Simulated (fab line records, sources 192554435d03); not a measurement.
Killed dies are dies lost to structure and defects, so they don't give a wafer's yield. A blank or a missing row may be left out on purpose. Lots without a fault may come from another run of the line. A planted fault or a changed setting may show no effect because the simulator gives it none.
fab line records | flow n5_finfet | part 1 of 2: steps 1 to 3 of 6
record lots=22 wafers=66 last_day=18
route steps=1938 shown PMOS_HMC_CHANNEL_EPI@81 FIN_SAQP@121
lots that met no fault: from a run of the same line without faults
start_h: hours from the record's first day to the start of the lot's first wafer shown | wait_h: hours since the lot's step before | " the same as in the row above | L1.1+2: a row that stands for several wafers | - no value, or no start given | * or withheld: withheld | < > ~ a bound
route shown NAME@n: a module of which the file shows steps, and the number in the route of the first | usual: mean/standard deviation of fault-free wafers | same: alike in all rows | chamber/n: place in a boat | sites: the reading at each site | _std_site: their standard deviation | _edge_site: outer sites' mean less inner sites' | radius_mm: how far each site lies from the wafer's centre | mask NAME#n: copy n | behind: the tool/chamber that last shaped the wafer | hold: why the lot was held/for how many hours/how that ended | device: the transistor (n, p or np) that didn't switch | end of line: the same wafers' tests at the end of the route | a step without rows: its recipe alone | killed: dies lost to structure and defects at the first sort, not the wafer's yield | map: a wafer's dies, x killed, . not, _ none there
set.NAME: the setting as run; set.NAME@STEP: as run at that earlier step | model.NAME: the simulator's own value behind a step, which no gauge read
steps of the route over a sample of lots; a table a step, a row a wafer
services: from which hour (start_h, from the record's first day; less than 0 if before it) a tool's chamber was out of use, for how many hours, and why
## steps
# step N5_PMOS_HMC_CHANNEL_EPI_CMP_21
# recipe material=SiGe30 post_cmp_clean=alkaline_brush target_thk_nm=54
# usual motor_current_A=12.4/0.93 pad_life_wafers=672/560 retaining_ring_pressure_frac=1.001/0.0048 slurry_flow_ml_min=150.0/0.45
# columns lot.wafer tool chamber start_h wait_h motor_current_A pad_life_wafers retaining_ring_pressure_frac slurry_flow_ml_min
L074.3 cmp-02 0 19.92 0.1 13.5 764 1.008 150.1
L074.4 " 1 " " 11.3 765 0.993 150.3
L074.5 " 2 " " 12.2 - 1.005 150.5
L076.4 cmp-03 1 31.52 0.0 13.2 330 0.997 149.9
L076.2 " 3 " " 12.2 332 0.999 149.1
L076.3 " 0 " " 12.3 333 0.993 150.1
L077.1 cmp-04 1 38.61 0.1 12.9 2035 1.001 150.1
L077.4 " 2 " " 13.0 2036 1.009 149.5
L077.3 " 3 " " 11.6 2037 0.994 150.3
L078.1 cmp-04 1 43.81 0.1 13.1 2077 1.000 150.0
L078.2 " 2 " " 13.0 2078 0.997 149.6
L078.5 " 1 " " 12.9 - 0.995 150.1
L079.2 cmp-02 0 49.62 0.0 13.6 1002 1.005 149.5
L079.4 " 1 " " 12.2 1003 1.010 148.9
L079.6 " 1 " " 12.2 - 1.005 149.7
L080.4 cmp-03 1 57.33 0.3 13.3 522 0.996 149.5
L080.2 " 2 " " 11.0 523 1.003 150.0
L080.1 " 0 " " 11.5 525 0.991 149.9
L081.3 cmp-04 2 62.67 0.1 13.2 7 1.004 149.7
L081.1 " 3 " " 11.2 8 1.006 150.7
L081.6 " 1 " " 12.6 - 1.005 149.1
L082.1 cmp-04 1 68.45 0.0 13.2 48 0.994 150.5
L082.3 " 3 " " 12.0 50 1.005 150.9
L082.5 " 2 " " 12.8 - 0.999 149.6
L083.1 cmp-04 0 73.50 0.0 11.7 78 0.996 150.2
L083.4 " 1 " " 13.4 79 1.007 150.4
L083.3 " 3 " " 12.3 81 1.003 149.6
L084.3 cmp-04 2 79.97 0.1 12.2 128 1.007 149.7
L084.1 " 3 " " 11.8 129 1.003 149.5
L084.6 " 1 " " 13.3 - 1.001 150.6
L085.3 cmp-04 2 86.00 0.1 13.0 169 1.003 150.0
L085.4 " 3 " " 11.6 170 1.004 150.0
L085.5 " 2 " " 13.6 - 1.002 151.0
L086.4 cmp-04 2 91.87 0.1 12.3 206 0.995 150.2
L086.5 " 0 " " 11.5 - 0.999 150.4
L086.6 " 1 " " 12.5 - 1.001 150.2
L087.1 cmp-03 2 97.77 0.0 10.3 804 1.004 149.5
L087.2 " 1 " " 13.5 807 1.001 148.6
L087.5 " 2 " " 10.5 - 1.005 149.5
L088.4 cmp-04 2 104.10 0.0 13.8 288 1.004 148.9
L088.2 " 1 " " 13.0 291 1.003 150.2
L088.5 " 2 " " 13.1 - 1.006 149.7
L089.1 cmp-04 3 110.08 0.1 11.8 345 0.997 149.9
L089.5 " 0 " " 12.0 - 0.999 150.7
L089.6 " 1 " " 12.9 - 1.005 149.6
L090.1 cmp-03 2 117.79 0.1 11.3 980 0.999 151.2
L090.2 " 3 " " 12.6 981 1.004 150.3
L090.5 " 1 " " 14.5 - 1.001 149.8
L091.3 cmp-04 3 121.97 0.1 12.2 440 1.002 149.6
L091.2 " 0 " " 11.8 441 0.995 150.2
L091.6 " 2 " " 12.3 - 0.996 150.0
L092.4 cmp-04 1 129.10 0.0 12.8 528 0.999 150.2
L092.1 " 3 " " 12.2 530 0.992 149.7
L092.3 " 0 " " 11.8 531 1.002 149.8
L093.3 cmp-03 0 135.87 0.0 12.1 1044 1.000 150.2
L093.5 " 0 " " 11.7 - 0.996 150.5
L093.6 " 1 " " 13.2 - 0.992 150.3
L094.2 cmp-04 0 141.30 0.0 12.5 624 1.000 149.7
L094.1 " 1 " " 12.7 625 1.006 150.8
L094.6 " 0 " " 12.4 - 0.999 150.5
L095.2 cmp-03 1 147.12 0.0 13.1 1080 0.990 149.8
L095.3 " 3 " " 12.5 1082 0.999 150.0
L095.5 " 1 " " 13.6 - 0.998 149.3
L096.2 cmp-03 1 153.68 0.0 13.2 1146 0.996 149.7
L096.1 " 3 " " 12.8 1148 1.004 150.5
L096.4 " 0 " " 11.8 1149 0.996 149.9
# step N5_FIN_SAQP_STRIP_55
# recipe chemistry=N2/H2 power_w=500 temp_c=40 pressure_mtorr=50 rf_frequency_hz=6e+07 overash_fraction=0.3 bias_power_w=28 h2_frac=0.5 n2_flow_sccm=300 h2_flow_sccm=300
# usual drypump_motor_current_A=5.8/0.35 oes_product_au=0.75/0.076 rf_vpp_V=121.7/1.7 showerhead_plenum_p_Torr=3.30/0.14 throttle_valve_pct=19.0/0.34
# columns lot.wafer tool chamber start_h wait_h drypump_motor_current_A oes_product_au rf_hours_counter_h rf_vpp_V showerhead_plenum_p_Torr throttle_valve_pct
L074.3 rie_diel-03 2 22.85 0.1 6.1 0.80 106 120.7 3.13 19.0
L074.4 " 1 " " 5.9 0.71 206 124.8 3.47 19.5
L074.5 " 3 " " 6.2 0.83 - 124.6 3.54 18.8
L076.2 rie_diel-03 2 34.60 0.1 6.2 0.80 110 117.0 3.13 19.0
L076.3 " 0 " " 5.6 0.75 162 122.6 3.35 18.6
L076.4 " 0 " " 5.5 0.75 - 124.9 3.35 18.6
L077.1 rie_diel-05 2 42.08 0.1 5.4 0.70 228 121.3 3.18 18.9
L077.3 " 0 " " 5.3 0.74 189 120.8 3.21 19.4
L077.4 " 3 " " 5.8 0.71 223 120.0 3.19 18.6
L078.1 rie_diel-06 2 46.73 0.1 6.3 0.72 200 123.3 3.34 19.1
L078.2 " 1 " " 5.4 0.68 237 121.8 3.18 19.6
L078.5 " 1 " " 5.4 0.69 - 121.2 3.18 19.6
L079.2 rie_diel-03 2 52.64 0.1 6.1 0.78 117 119.4 3.12 18.9
L079.4 " 3 " " 6.1 0.80 78 122.7 3.54 18.8
L079.6 " 0 " " 5.6 0.74 - 123.7 3.35 18.7
L080.1 rie_diel-06 2 60.08 0.1 6.3 0.71 205 121.1 3.33 19.1
L080.2 " 0 " " 5.8 0.88 53 122.4 3.27 18.7
L080.4 " 1 " " 5.4 0.67 243 120.8 3.18 19.6
L081.1 rie_diel-05 3 65.31 0.1 5.8 0.70 232 122.4 3.19 18.6
L081.3 " 1 " " 6.0 0.71 176 123.1 3.21 18.4
L081.6 " 0 " " 5.3 0.72 - 122.2 3.20 19.5
L082.1 rie_diel-03 2 71.17 0.1 6.1 0.79 124 122.1 3.12 19.0
L082.3 " 1 " " 5.9 0.69 222 121.7 3.46 19.6
L082.5 " 1 " " 6.0 0.70 - 118.9 3.46 19.6
L083.1 rie_diel-05 2 76.07 0.1 5.4 0.69 240 120.2 3.18 18.9
L083.3 " 3 " " 5.8 0.70 234 120.4 3.19 18.6
L083.4 " 1 " " 5.9 0.72 179 123.8 3.21 18.4
L084.1 rie_diel-05 2 82.55 0.1 5.4 0.70 241 119.8 3.18 18.9
L084.3 " 3 " " 5.8 0.70 236 121.0 3.18 18.6
L084.6 " 1 " " 5.9 0.71 - 121.9 3.21 18.4
L085.3 rie_diel-05 3 88.74 0.1 5.8 0.69 237 121.0 3.18 18.6
L085.4 " 2 " " 5.4 0.69 243 122.4 3.17 18.9
L085.5 " 0 " " 5.3 0.72 - 121.1 3.20 19.5
L086.4 rie_diel-05 2 96.71 0.1 5.4 0.68 245 120.7 3.17 18.9
L086.5 " 1 " " 6.0 0.70 - 120.9 3.20 18.5
L086.6 " 0 " " 5.3 0.72 - 122.0 3.20 19.5
L087.1 rie_diel-03 1 102.13 0.1 5.9 0.68 233 122.7 3.46 19.5
L087.2 " 2 " " 6.2 0.77 135 120.4 3.12 19.0
L087.5 " 2 " " 6.2 0.77 - 121.3 3.12 19.0
L088.2 rie_diel-06 2 106.76 0.1 6.3 0.70 222 120.8 3.33 19.1
L088.4 " 3 " " 6.5 0.69 - 123.8 3.32 19.2
L088.5 " 0 " " 5.8 0.85 - 121.8 3.26 18.7
L089.1 rie_diel-05 1 112.54 0.1 6.0 0.70 191 120.3 3.20 18.5
L089.5 " 0 " " 5.3 0.73 - 123.5 3.20 19.5
L089.6 " 3 " " 5.8 0.69 - 119.3 3.18 18.6
L090.1 rie_diel-06 1 121.53 0.2 5.4 0.97 4 122.3 3.58 19.2
L090.2 " 2 " " 6.3 0.70 228 120.8 3.32 19.1
L090.5 " 1 " " 5.4 0.98 - 124.8 3.58 19.2
L091.2 rie_diel-06 1 125.38 0.1 5.4 0.96 7 122.6 3.57 19.3
L091.3 " 0 " " 5.8 0.85 79 120.7 3.26 18.7
L091.6 " 2 " " 6.3 0.70 - 123.1 3.32 19.2
L092.1 rie_diel-03 3 132.62 0.1 6.1 0.79 94 122.8 3.53 18.8
L092.3 " 1 " " 5.9 0.67 247 123.8 3.45 19.6
L092.4 " 0 " " 5.6 0.71 203 119.4 3.33 18.7
L093.3 rie_diel-03 0 138.74 0.1 5.6 0.71 205 121.4 3.33 18.7
L093.5 " 3 " " 6.1 0.80 - 123.6 3.53 18.9
L093.6 " 2 " " 6.2 0.77 - 120.8 3.11 19.0
L094.1 rie_diel-06 2 144.21 0.1 6.3 0.69 241 121.3 3.31 19.2
L094.2 " 1 " " 5.4 0.94 17 125.0 3.57 19.3
L094.6 " 1 " " 5.4 0.92 - 124.3 3.57 19.3
L095.2 rie_diel-03 2 149.80 0.1 6.2 0.77 157 118.8 3.10 19.0
L095.3 " 0 " " 5.6 0.70 211 122.0 3.33 18.7
L095.5 " 2 " " 6.2 0.76 - 120.0 3.11 19.0
L096.1 rie_diel-03 0 158.01 0.1 5.5 0.69 217 124.1 3.33 18.7
L096.2 " 2 " " 6.1 0.75 162 119.7 3.10 19.0
L096.4 " 1 " " 6.0 0.98 1 121.0 3.45 19.2
# step N5_FIN_SAQP_MANDREL2_REMOVE_60
# recipe chemistry=HBr/Cl2/O2 bt_time_s=10 target=a-Si stop_on=SiNx endpoint=OES-SiCl over_etch_frac=1 icp_w=600 bias_w=22 HBr_flow_sccm=150 Cl2_flow_sccm=80 O2_flow_sccm=5 pressure_mtorr=10
# usual bias_w=21.99/0.061 drypump_motor_current_A=5.5/0.55 oes_product_au=0.994/0.013 throttle_valve_pct=36.84/0.21
# columns lot.wafer tool chamber start_h wait_h bias_w drypump_motor_current_A oes_product_au rf_hours_counter_h throttle_valve_pct
L074.3 rie_si-06 1 26.00 0.1 21.98 5.1 1.001 153 36.50
L074.4 " 0 " " 21.84 4.9 1.003 - 36.91
L074.5 " 1 " " 21.92 5.1 1.004 - 36.49
L076.2 rie_si-03 3 37.66 0.1 21.97 6.1 1.008 82 37.19
L076.3 " 1 " " 22.01 5.4 0.980 7 36.62
L076.4 " 0 " " 21.96 6.4 1.005 31 36.86
L077.1 rie_si-01 1 45.30 0.1 21.97 6.4 1.008 3 36.93
L077.3 " 0 " " 21.95 5.0 0.975 47 36.61
L077.4 " 2 " " 21.97 5.5 0.969 68 37.15
L078.1 rie_si-01 3 51.33 0.1 22.02 4.9 0.994 8 36.76
L078.2 " 1 " " 22.13 6.4 1.011 3 36.92
L078.5 " 3 " " 21.92 4.9 0.993 - 36.77
L079.2 rie_si-01 3 56.05 0.1 22.03 4.9 0.994 8 36.77
L079.4 " 1 " " 21.97 6.4 1.016 3 36.92
L079.6 " 0 " " 22.06 4.9 0.987 - 36.59
L080.1 rie_si-01 3 63.62 0.1 21.89 4.9 0.990 8 36.77
L080.2 " 1 " " 21.89 6.4 1.010 3 36.93
L080.4 " 2 " " 21.98 5.5 0.964 68 37.14
L081.1 rie_si-06 2 68.46 0.1 22.00 5.6 0.977 88 36.66
L081.3 " 0 " " 21.90 4.9 1.003 100 36.90
L081.6 " 0 " " 21.96 4.9 0.999 - 36.92
L082.1 rie_si-03 1 74.26 0.1 21.99 5.4 0.994 7 36.63
L082.3 " 2 " " 21.95 5.3 1.006 168 36.98
L082.5 " 1 " " 21.99 5.4 0.977 - 36.63
L083.1 rie_si-06 0 79.34 0.1 21.94 4.9 1.001 100 36.91
L083.3 " 1 " " 21.94 5.1 1.003 154 36.49
L083.4 " 3 " " 21.88 5.6 0.984 21 36.80
L084.1 rie_si-03 2 85.64 0.1 22.04 5.3 1.002 168 37.00
L084.3 " 1 " " 22.12 5.4 0.987 8 36.63
L084.6 " 0 " " 21.97 6.4 0.993 - 36.86
L085.3 rie_si-03 2 92.09 0.1 22.04 5.3 0.999 169 37.00
L085.4 " 3 " " 21.94 6.2 1.015 83 37.22
L085.5 " 2 " " 22.08 5.3 1.000 - 37.00
L086.4 rie_si-01 0 101.79 0.1 21.99 4.9 0.981 48 36.62
L086.5 " 0 " " 22.01 5.0 0.972 - 36.62
L086.6 " 3 " " 22.07 4.9 0.990 - 36.76
L087.1 rie_si-06 3 105.30 0.1 22.02 5.5 0.986 21 36.80
L087.2 " 0 " " 22.00 4.9 0.999 100 36.90
L087.5 " 1 " " 21.95 5.1 1.005 - 36.51
L088.2 rie_si-01 1 109.87 0.1 22.06 6.4 1.009 4 36.91
L088.4 " 3 " " 21.96 4.9 0.997 9 36.79
L088.5 " 0 " " 21.96 4.9 0.969 - 36.61
L089.1 rie_si-01 0 115.59 0.1 22.12 4.9 0.982 48 36.61
L089.5 " 1 " " 22.03 6.5 1.013 - 36.92
L089.6 " 2 " " 22.10 5.5 0.992 - 37.13
L090.1 rie_si-01 3 125.83 0.1 22.05 4.9 0.993 9 36.77
L090.2 " 0 " " 21.91 5.0 0.989 48 36.61
L090.5 " 1 " " 22.10 6.4 1.017 - 36.93
L091.2 rie_si-03 2 128.93 0.1 21.99 5.3 0.998 169 37.01
L091.3 " 1 " " 21.98 5.4 0.986 8 36.63
L091.6 " 0 " " 22.07 6.4 1.010 - 36.85
L092.1 rie_si-06 1 135.98 0.1 22.00 5.1 0.992 155 36.51
L092.3 " 2 " " 22.05 5.6 0.995 89 36.65
L092.4 " 0 " " 22.02 4.9 0.994 101 36.89
L093.3 rie_si-03 2 143.02 0.1 21.94 5.3 0.991 169 37.01
L093.5 " 2 " " 21.99 5.3 1.002 - 36.99
L093.6 " 1 " " 22.03 5.4 0.981 - 36.62
L094.1 rie_si-03 2 147.50 0.1 22.04 5.3 1.003 170 37.00
L094.2 " 0 " " 22.04 6.4 1.001 33 36.86
L094.6 " 3 " " 21.98 6.1 1.014 - 37.21
L095.2 rie_si-03 1 154.16 0.1 21.96 5.4 0.982 9 36.64
L095.3 " 2 " " 21.95 5.3 0.998 170 37.01
L095.5 " 2 " " 22.03 5.3 1.013 - 36.99
L096.1 rie_si-01 0 161.46 0.1 21.94 4.9 0.990 49 36.60
L096.2 " 2 " " 21.97 5.5 0.971 70 37.13
L096.4 " 3 " " 21.92 4.9 1.010 10 36.77
